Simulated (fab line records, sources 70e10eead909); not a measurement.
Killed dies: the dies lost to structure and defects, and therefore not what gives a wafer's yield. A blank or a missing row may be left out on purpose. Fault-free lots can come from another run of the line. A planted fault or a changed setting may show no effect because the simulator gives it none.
Matching of chambers    flow nand harc    NHARC_A_WL_FILL_ALD_02 on ald metal-02: 4 sister chambers
The step deposits TiN, target thk 2 nm, pulse time 3 s, ald cycles 100. 14 wafers are shown with their chamber, then 7 later ones without.

## WAFERS WITH THEIR CHAMBER
wafer   chamber  heater power w (W)  precursor pulse height rel
L075.1  3        1109                0.999
L075.3  2        1140                1.001
L075.4  0        975                 1.010
L082.1  3        1089                0.990
L082.2  0        1002                1.017
L082.4  2        1177                1.003
L088.1  2        1164                1.005
L088.3  1        1024                0.983
L088.4  0        959                 1.027
L091.3  3        1060                0.971
L091.5  2        1137                1.006
L091.6  1        1005                1.014
L093.2  0        1001                1.014
L093.3  2        1090                1.020

SIGNATURES (averages over the wafers above)
reading                     chamber 0  chamber 1  chamber 2  chamber 3  scatter within a chamber
heater power w              984.25     1014.50    1141.60    1086.00    26.7
precursor pulse height rel  1.01700    0.99850    1.00700    0.98667    0.0113
Rule: a wafer lies at a distance from a chamber equal to the root of the sum of squares, over the readings, of (its reading less the chamber's mean, divided by the reading's scatter). The wafer belongs to the nearest chamber; if the next one is less than 2 further off, it can't be placed. The scatter: take each reading less its chamber's mean, square it, sum over the shown wafers, divide by the number of wafers less the number of chambers, and take the root.

## WAFERS MISSING THEIR CHAMBER
wafer   heater power w (W)  precursor pulse height rel
L093.6  1090                0.976
L096.1  989                 0.982
L096.3  1101                1.001
L096.6  1146                0.962
L097.2  1018                1.011
L097.5  992                 0.979
L097.6  1104                1.027

## CHAMBER TAKEN BY EACH
wafer   from the rows above           in truth
L093.6  3                             3
L096.1  can't be placed: 1 or 0 or 3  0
L096.3  can't be placed: 3 or 2 or 1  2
L096.6  can't be placed: 3 or 2       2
L097.2  can't be placed: 1 or 0       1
L097.5  can't be placed: 1 or 0 or 3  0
L097.6  can't be placed: 2 or 3 or 1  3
Correct placement for 1 of the 7. From these rows, 6 cannot be placed; in 6 the true chamber is one of the candidates. Number placed wrongly: 0.
